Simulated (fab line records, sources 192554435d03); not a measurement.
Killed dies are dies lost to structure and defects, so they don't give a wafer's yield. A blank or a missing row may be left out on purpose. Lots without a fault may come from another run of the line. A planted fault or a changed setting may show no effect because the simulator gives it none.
A struck lot beside a sound one | flow n5_finfet | 39 steps out of a route of 1938
Sound: wafers L470.2, L470.5, L470.6. Struck: wafer L466.1. (L466.5, L466.6 of the same lot were not struck and are left out.) The cause comes at the end.
At each step with rows: each side's tool, then ch and its chambers, then its first start. Under that, the readings that differ: sound wafers | struck wafers | difference of the means | sigmas: that difference in standard deviations of wafers without a fault.
alike: readings whose means differ by less than 2 such deviations, and words and numbers that are the same on both sides. not compared: withheld readings, readings that some wafer has no value for, bounds like >300 that may hide the same value, and numbers for which the record gives no deviation and whose values overlap.
The two part at a step that has a row with sigmas, a row that says differs or no value, or rows on one side only. Numbers that don't overlap but have no deviation are shown without sigmas and don't part them. A reading that every wafer of one side lacks parts them only if that side has two wafers or more.

first, 12 steps without rows for these wafers: N5_SD_EPI_N_STRIP_36 (strips in N2/H2); N5_SD_EPI_N_ETCHBACK_44 (etches SiNx in CH3F/O2, stops on SiO2, target depth 14.5 nm); N5_SD_EPI_N_ETCH_45 (etches SiOCN in CH3F/O2, target depth 6 nm); N5_SD_EPI_N_ETCH_16 (etches SiO2 in CHF3/O2, target depth 5 nm); N5_SD_EPI_N_STRIP_47 (strips in CHF3/O2); N5_SD_EPI_N_SD_RECESS_17 (chemistry HBr/Cl2/O2, target depth 41 nm, time 23.7 s, bt time 3 s); N5_SD_EPI_N_STRIP_38 (strips in N2/H2); N5_SD_EPI_N_WET_ETCH_43 (etches SiO2 in dHF, time 14 s, target depth 1.5 nm); N5_SD_EPI_N_STRIP_18 (strips in SPM, time 750 s); N5_SD_EPI_N_SRD_20 (time 30 s); N5_SD_EPI_N_PRECLEAN_48 (cleans in NF3:NH3, afs cycles 2, time 20 s, sublimation time 60 s); N5_SD_EPI_N_VAPOR_ETCH_50 (etches Si in HCl, time 54 s).
N5_SD_EPI_N_EPI_21: deposits Si:P, time 690 s.
  sound on epi_rpcvd-02 ch 0, day 8 15:52; struck on epi_rpcvd-04 ch 0, day 7 14:20
  reading                                   | sound          | struck | difference | sigmas
  epi_growth_time_s (s)                     | 690 690 690    | 666.17 | -23.83     |
  model.Si-P_of_SD_EPI_N_EPI_21.thk_nm (nm) | 58.4 59.4 58.8 | 57.6   | -1.3       |
then, 24 steps without rows for these wafers: N5_SD_EPI_N_PRECLEAN_24 (cleans in O3/DIW, time 60 s); N5_SD_EPI_N_SRD_25 (time 30 s); N5_SD_EPI_N_PRECLEAN_49 (cleans in NF3:NH3, afs cycles 1, time 20 s, sublimation time 60 s); N5_SD_EPI_N_LINER_46 (material SiNx, target thk 3 nm); N5_SD_EPI_P_COAT_34 (time 60 s, resist thk 350 nm); N5_SD_EPI_P_COAT_35 (time 60 s, resist thk 35 nm); N5_SD_EPI_P_COAT_03 (resist thk 150 nm); N5_SD_EPI_P_EBR_05; N5_SD_EPI_P_SOFTBAKE_04 (time 60 s); N5_SD_EPI_P_EXPOSE_06 (exposes mask SD P BLK, target cd 240 nm); N5_SD_EPI_P_PEB_07 (peb time 60 s); N5_SD_EPI_P_DEVELOP_08 (develop time 30 s); N5_SD_EPI_P_DESCUM_14 (chemistry O2, time 7.9 s); N5_SD_EPI_P_ETCH_36 (etches SiARC in CF4, target depth 45.5 nm, time 75.8 s); N5_SD_EPI_P_ETCH_37 (etches SOC in N2/H2, overetch 108 nm, time 486 s); N5_SD_EPI_P_STRIP_38 (strips in N2/H2); N5_SD_EPI_P_ETCHBACK_46 (etches SiNx in CH3F/O2, stops on SiO2, target depth 17.5 nm); N5_SD_EPI_P_ETCH_47 (etches SiOCN in CH3F/O2, target depth 25 nm); N5_SD_EPI_P_ETCH_16 (etches SiO2 in CHF3/O2, target depth 5 nm); N5_SD_EPI_P_STRIP_50 (strips in CHF3/O2); N5_SD_EPI_P_SD_RECESS_17 (chemistry HBr/Cl2/O2, target depth 39.1 nm, bt time 3 s); N5_SD_EPI_P_WET_ETCH_45 (etches SiO2 in dHF, time 10.7 s, target depth 2 nm, rinse time 30 s); N5_SD_EPI_P_STRIP_40 (strips in N2/H2); N5_SD_EPI_P_PRECLEAN_52 (cleans in O3/DIW, time 60 s).
N5_SD_EPI_P_PRECLEAN_24: cleans in O3/DIW, time 45 s.
  sound on wet_bench-06 ch 0,2,6, day 8 22:55; struck on wet_bench-06 ch 6, day 7 22:57
  reading                                   | sound        | struck | difference | sigmas
  model.Si-P_of_SD_EPI_N_EPI_21.thk_nm (nm) | 57.6 58.6 58 | 56.8   | -1.3       |
  alike: bath_heat_duty_pct
-- the record jumps here: 5 days lie between the struck wafers' starts before and after (it left off in module SD_EPI_P and takes up again in module BEOL_M4, whose first step shown is number 1111 of the route) --
N5_BEOL_M4_RC_MEAS_101:
  sound on prober-01 ch 0, day 13 14:17; struck on prober-01 ch 0, day 12 16:02
  alike: DIBL_N, DIBL_P, IOFF_N, IOFF_P, ION_N, ION_P, SS_N, SS_P, VT_N, VT_P

WHERE THEY PART
Nowhere in this record.

WHY: what the simulator had put in
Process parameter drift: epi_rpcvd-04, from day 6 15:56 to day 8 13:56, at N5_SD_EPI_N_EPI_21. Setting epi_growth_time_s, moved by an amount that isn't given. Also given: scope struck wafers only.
